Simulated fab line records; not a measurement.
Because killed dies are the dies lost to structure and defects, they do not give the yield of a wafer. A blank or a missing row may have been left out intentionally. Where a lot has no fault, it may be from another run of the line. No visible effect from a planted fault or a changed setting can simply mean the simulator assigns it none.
Matching of chambers | flow nand harc | NHARC_THIN_TSV_DEP_47 on pecvd-02 has 3 sister chambers
The step deposits SiO2, target thk 200 nm. 3 wafers are shown with their chamber, then 11 later ones without.

## WAFERS WITH THEIR CHAMBER
wafer  | chamber | throttle valve pct (%)
L081.5 | 2       | 16.5
L089.5 | 1       | 15.6
L091.2 | 0       | 16.4

## WAFERS WITHOUT THEIR CHAMBER
wafer  | throttle valve pct (%)
L091.3 | 16.9
L091.6 | 15.7
L093.2 | 15.5
L093.3 | 16.8
L093.5 | 16.4
L092.3 | 15.5
L092.4 | 15.6
L092.5 | 16.9
L096.1 | 16.8
L096.3 | 15.5
L096.5 | 16.6

## WHICH CHAMBER EACH ONE RAN IN
wafer  | from the rows above     | in truth
L091.3 | can't be placed: 2 or 0 | 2
L091.6 | 1                       | 1
L093.2 | 1                       | 1
L093.3 | can't be placed: 2 or 0 | 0
L093.5 | can't be placed: 0 or 2 | 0
L092.3 | 1                       | 1
L092.4 | 1                       | 1
L092.5 | can't be placed: 2 or 0 | 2
L096.1 | can't be placed: 2 or 0 | 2
L096.3 | 1                       | 1
L096.5 | can't be placed: 2 or 0 | 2
Correctly placed: 5 of 11. Not placeable from these rows: 6 (in 6, the candidates include the true chamber). Placed wrongly: 0.
How it was worked out, from the rows above alone: a wafer's distance from a chamber is the root of the sum, over the readings, of the square of ((its reading less the chamber's mean) divided by the reading's scatter). The wafer belongs to the nearest chamber; if the next one is less than 2 further off, it can't be placed. For every chamber, the mean is computed from those of its wafers that are shown. The scatter: with one shown wafer a chamber, the root of the mean of the squares of how far each hidden wafer lies from its nearest shown one.
